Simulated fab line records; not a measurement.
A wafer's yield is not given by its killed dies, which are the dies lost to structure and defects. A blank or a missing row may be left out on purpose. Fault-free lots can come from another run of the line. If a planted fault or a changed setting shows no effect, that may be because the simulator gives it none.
Matching of chambers | flow n5Finfet | 3 sister chambers for N5_SDB_HM_DEP_00 on pecvd-01
The step deposits SiNx from SiH4/NH3/N2, target thk 40 nm, time 35.3 s. 6 wafers are shown with their chamber, then 8 later ones without.

== EACH WAFER AND ITS CHAMBER ==
wafer  | chamber | throttleValvePct (%) | showerheadPlenumPTorr (Torr)
L088.4 | 2       | 38.1                 | 5.19
L088.6 | 2       | 38.1                 | 5.20
L092.1 | 1       | 38.1                 | 5.10
L092.2 | 0       | 43.6                 | 5.17
L092.4 | 1       | 38.3                 | 5.11
L094.1 | 0       | 43.5                 | 5.19

== WAFERS MISSING THEIR CHAMBER ==
wafer  | throttleValvePct (%) | showerheadPlenumPTorr (Torr)
L094.5 | 38.3                 | 5.20
L094.6 | 38.7                 | 5.08
L095.3 | 43.5                 | 5.18
L095.4 | 44.0                 | 5.18
L095.6 | 38.1                 | 5.11
L096.1 | 38.4                 | 5.19
L096.4 | 38.4                 | 5.08
L096.5 | 38.5                 | 5.19

== THE CHAMBER EACH PASSED THROUGH ==
wafer  | from the rows above | in truth
L094.5 | 2                   | 2
L094.6 | 1                   | 1
L095.3 | 0                   | 0
L095.4 | 0                   | 0
L095.6 | 1                   | 1
L096.1 | 2                   | 2
L096.4 | 1                   | 1
L096.5 | 2                   | 2
Placed correctly: 8 of 8. Left unplaced by these rows: 0. Placed wrongly: 0.
How it was worked out, from the rows above alone: a wafer's distance from a chamber is the root of the sum, over the readings, of the square of ((its reading less the chamber's mean) divided by the reading's scatter). The wafer belongs to the nearest chamber; if the next one is less than 2 further off, it can't be placed. The mean given for a chamber averages the wafers shown for that chamber. The scatter: take each reading less its chamber's mean, square it, sum over the shown wafers, divide by the number of wafers less the number of chambers, and take the root.
